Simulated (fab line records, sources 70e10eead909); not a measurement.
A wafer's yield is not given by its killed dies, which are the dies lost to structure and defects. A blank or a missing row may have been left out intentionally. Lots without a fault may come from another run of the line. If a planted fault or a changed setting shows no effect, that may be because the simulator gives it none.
Chamber matching -- flow nand_harc -- NHARC_P_M0_ETCH_34 on rie_diel-05 has 4 sister chambers
The step etches the open film in N2/H2, target depth 40 nm, overetch 12 nm, time 43.94 s. 20 wafers are shown with their chamber, then 10 later ones without.

== WAFERS, EACH WITH ITS CHAMBER ==
wafer,chamber,drypump_motor_current_A (A),rf_vpp_V (V),oes_product_au (a.u.)
L075.1,0,6.1,434.5,0.993
L075.4,3,5.7,433.3,0.989
L075.6,3,5.7,433.2,0.991
L077.1,2,6.1,430.2,1.013
L077.4,3,5.6,433.6,0.991
L077.6,2,6.2,428.6,1.014
L078.2,3,5.7,433.4,0.987
L078.5,1,5.5,428.3,1.001
L078.6,3,5.7,435.4,0.981
L081.1,1,5.5,427.5,1.015
L081.2,2,6.2,428.7,1.006
L081.5,1,5.5,427.4,1.008
L079.3,2,6.1,429.9,1.023
L079.4,0,6.1,433.4,0.988
L079.6,1,5.5,426.3,1.006
L082.1,2,6.2,429.3,1.018
L082.2,1,5.5,428.1,0.998
L082.4,0,6.2,435.0,1.002
L087.1,2,6.1,428.9,1.003
L087.3,3,5.7,433.9,0.975

SIGNATURES (means of the wafers above)
reading,chamber 0,chamber 1,chamber 2,chamber 3,scatter within a chamber
drypump_motor_current_A,6.133,5.500,6.150,5.683,0.0433
rf_vpp_V,434.300,427.520,429.267,433.800,0.764
oes_product_au,0.99433,1.00560,1.01283,0.98567,0.00686
Rule: a wafer's distance from a chamber is the root of the sum, over the readings, of the square of ((its reading less the chamber's mean) divided by the reading's scatter). The wafer belongs to the nearest chamber; if the next one is less than 2 further off, it can't be placed. The scatter: take each reading less its chamber's mean, square it, sum over the shown wafers, divide by the number of wafers less the number of chambers, and take the root.

== WAFERS WITHOUT THEIR CHAMBER ==
wafer,drypump_motor_current_A (A),rf_vpp_V (V),oes_product_au (a.u.)
L087.5,5.7,434.0,0.978
L086.1,6.2,429.9,1.007
L086.2,6.2,434.1,0.998
L086.4,5.7,433.0,0.981
L088.3,6.2,435.3,0.997
L088.4,5.5,427.5,1.008
L088.6,5.7,433.8,0.986
L092.2,6.1,429.2,1.014
L092.3,5.7,431.8,0.983
L092.6,5.7,433.6,0.979

== WHICH CHAMBER EACH ONE RAN IN ==
wafer,from the rows above,in truth
L087.5,3,3
L086.1,2,2
L086.2,0,0
L086.4,3,3
L088.3,0,0
L088.4,1,1
L088.6,3,3
L092.2,2,2
L092.3,3,3
L092.6,3,3
Correct placement for 10 of the 10. Number that these rows cannot place: 0. 0 placed wrongly.
